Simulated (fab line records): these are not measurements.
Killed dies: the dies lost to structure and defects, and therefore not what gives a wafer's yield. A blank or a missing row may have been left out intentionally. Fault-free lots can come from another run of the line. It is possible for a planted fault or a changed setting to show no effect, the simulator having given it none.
Matching of chambers :: flow n5_finfet :: 4 sister chambers for N5_BEOL_M3_STRIP_66 on rie_diel-05
The step strips in CF4. 8 wafers are shown with their chamber, then 9 later ones without.

WAFERS PAIRED WITH THEIR CHAMBERS
wafer: L080.5
chamber: 0
drypump_motor_current_A (A): 5.6
showerhead_plenum_p_Torr (Torr): 1.67

wafer: L084.5
chamber: 2
drypump_motor_current_A (A): 6.7
showerhead_plenum_p_Torr (Torr): 1.87

wafer: L085.2
chamber: 3
drypump_motor_current_A (A): 5.8
showerhead_plenum_p_Torr (Torr): 1.84

wafer: L085.3
chamber: 2
drypump_motor_current_A (A): 6.7
showerhead_plenum_p_Torr (Torr): 1.87

wafer: L085.6
chamber: 1
drypump_motor_current_A (A): 6.0
showerhead_plenum_p_Torr (Torr): 1.90

wafer: L090.1
chamber: 0
drypump_motor_current_A (A): 5.6
showerhead_plenum_p_Torr (Torr): 1.67

wafer: L090.4
chamber: 1
drypump_motor_current_A (A): 6.1
showerhead_plenum_p_Torr (Torr): 1.89

wafer: L090.6
chamber: 3
drypump_motor_current_A (A): 5.8
showerhead_plenum_p_Torr (Torr): 1.84

WAFERS WITH NO CHAMBER GIVEN
wafer: L091.1
drypump_motor_current_A (A): 6.7
showerhead_plenum_p_Torr (Torr): 1.87

wafer: L091.3
drypump_motor_current_A (A): 6.1
showerhead_plenum_p_Torr (Torr): 1.89

wafer: L091.4
drypump_motor_current_A (A): 5.8
showerhead_plenum_p_Torr (Torr): 1.84

wafer: L089.1
drypump_motor_current_A (A): 5.8
showerhead_plenum_p_Torr (Torr): 1.84

wafer: L089.4
drypump_motor_current_A (A): 6.7
showerhead_plenum_p_Torr (Torr): 1.87

wafer: L089.6
drypump_motor_current_A (A): 5.8
showerhead_plenum_p_Torr (Torr): 1.84

wafer: L093.1
drypump_motor_current_A (A): 5.8
showerhead_plenum_p_Torr (Torr): 1.84

wafer: L093.5
drypump_motor_current_A (A): 6.1
showerhead_plenum_p_Torr (Torr): 1.89

wafer: L093.6
drypump_motor_current_A (A): 6.8
showerhead_plenum_p_Torr (Torr): 1.87

CHAMBER TAKEN BY EACH
wafer: L091.1
from the rows above: 2
in truth: 2

wafer: L091.3
from the rows above: 1
in truth: 1

wafer: L091.4
from the rows above: 3
in truth: 3

wafer: L089.1
from the rows above: 3
in truth: 3

wafer: L089.4
from the rows above: 2
in truth: 2

wafer: L089.6
from the rows above: 3
in truth: 3

wafer: L093.1
from the rows above: 3
in truth: 3

wafer: L093.5
from the rows above: 1
in truth: 1

wafer: L093.6
from the rows above: 2
in truth: 2
Correct placement for 9 of the 9. Left unplaced by these rows: 0. Placed wrongly: 0.
How it was worked out, from the rows above alone: a wafer's distance from a chamber is the root of the sum, over the readings, of the square of ((its reading less the chamber's mean) divided by the reading's scatter). The wafer belongs to the nearest chamber; if the next one is less than 2 further off, it can't be placed. The mean given for a chamber averages the wafers shown for that chamber. The scatter: the root of (the sum of the squares of (reading less its chamber's mean) over the shown wafers, divided by (wafers less chambers)).
